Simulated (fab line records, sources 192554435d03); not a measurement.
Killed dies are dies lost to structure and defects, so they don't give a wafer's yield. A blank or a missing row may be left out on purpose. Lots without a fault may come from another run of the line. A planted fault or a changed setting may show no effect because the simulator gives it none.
A struck lot beside a sound one | flow n5_finfet | 15 steps out of a route of 1938
Sound: wafers L855.1, L855.5, L855.6. Struck: wafer L866.2. (L866.3, L866.4 of the same lot were not struck and are left out.) The cause comes at the end.
At each step with rows: each side's tool, then ch and its chambers, then its first start. Under that, the readings that differ: sound wafers | struck wafers | difference of the means | sigmas: that difference in standard deviations of wafers without a fault.
alike: readings whose means differ by less than 2 such deviations, and words and numbers that are the same on both sides. not compared: withheld readings, readings that some wafer has no value for, bounds like >300 that may hide the same value, and numbers for which the record gives no deviation and whose values overlap.
The two part at a step that has a row with sigmas, a row that says differs or no value, or rows on one side only. Numbers that don't overlap but have no deviation are shown without sigmas and don't part them. A reading that every wafer of one side lacks parts them only if that side has two wafers or more.

first, 7 steps without rows for these wafers: N5_BEOL_M10_COAT_64 (time 60 s, resist thk 30 nm); N5_BEOL_M10_COAT_22 (resist thk 90 nm); N5_BEOL_M10_EBR_24; N5_BEOL_M10_SOFTBAKE_23 (time 60 s); N5_BEOL_M10_EXPOSE_25 (exposes mask V9); N5_BEOL_M10_PEB_26 (peb time 60 s); N5_BEOL_M10_DEVELOP_27 (develop time 30 s).
N5_BEOL_M10_CD_MEAS_28: target cd 70 nm.
  sound on cd_sem-03 ch 0, day 10 08:11; struck on cd_sem-02 ch 0, day 14 06:03
  alike: cd_nm
N5_BEOL_M10_OVL_MEAS_29:
  sound on overlay-02 ch 0, day 10 08:13; struck on overlay-02 ch 0, day 14 06:05
  alike: V9_OVL
N5_BEOL_M10_INSPECT_30: inspects for defects (brightfield).
  sound on defect_inspect-01, day 10 08:14; struck on defect_inspect-01, day 14 06:06
  alike: raw_defect_count
N5_BEOL_M10_DESCUM_33: chemistry O2, time 7.9 s.
  sound on rie_diel-01 ch 0,2,3, day 10 08:16; struck on rie_diel-01 ch 2, day 14 06:08
  alike: drypump_motor_current_A, oes_product_au, rf_vpp_V, showerhead_plenum_p_Torr, throttle_valve_pct
  not compared: rf_hours_counter_h
N5_BEOL_M10_ETCH_65: etches SiARC in CF4, target depth 39 nm, time 65 s.
  sound on rie_diel-01 ch 0,2,3, day 10 08:18; struck on rie_diel-01 ch 2, day 14 06:10
  alike: drypump_motor_current_A, etch_rf_on_time_s, oes_product_au, rf_vpp_V, showerhead_plenum_p_Torr, throttle_valve_pct
  not compared: rf_hours_counter_h
N5_BEOL_M10_ETCH_66: etches SOC in N2/H2, target depth 120 nm, overetch 24 nm, time 180 s.
  sound on rie_diel-01 ch 0,2,3, day 10 08:21; struck on rie_diel-01 ch 2, day 14 06:13
  reading                                     | sound             | struck | difference | sigmas
  oes_product_au (a.u.)                       | 0.56 0.72 0.72    | 0.86   | +0.19      | +3
  run_length_s (s)                            | 203.2 203.7 202.6 | 162.6  | -40.6      | -88
  model.SiARC_of_BEOL_M10_COAT_64.thk_nm (nm) | 22.8 22.4 23      | 24.2   | +1.5       |
  alike: drypump_motor_current_A, rf_vpp_V, showerhead_plenum_p_Torr, throttle_valve_pct
  not compared: rf_hours_counter_h
then, 2 steps without rows for these wafers: N5_BEOL_M10_STRIP_69 (strips in N2/H2); N5_PASSIVATION_PROBE_49.

WHERE THEY PART
Only at N5_BEOL_M10_ETCH_66, within this record.

WHY: what the simulator had put in
Process parameter drift: rie_diel-01, from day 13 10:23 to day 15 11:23, at N5_BEOL_M10_ETCH_66. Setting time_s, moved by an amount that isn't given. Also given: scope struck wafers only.
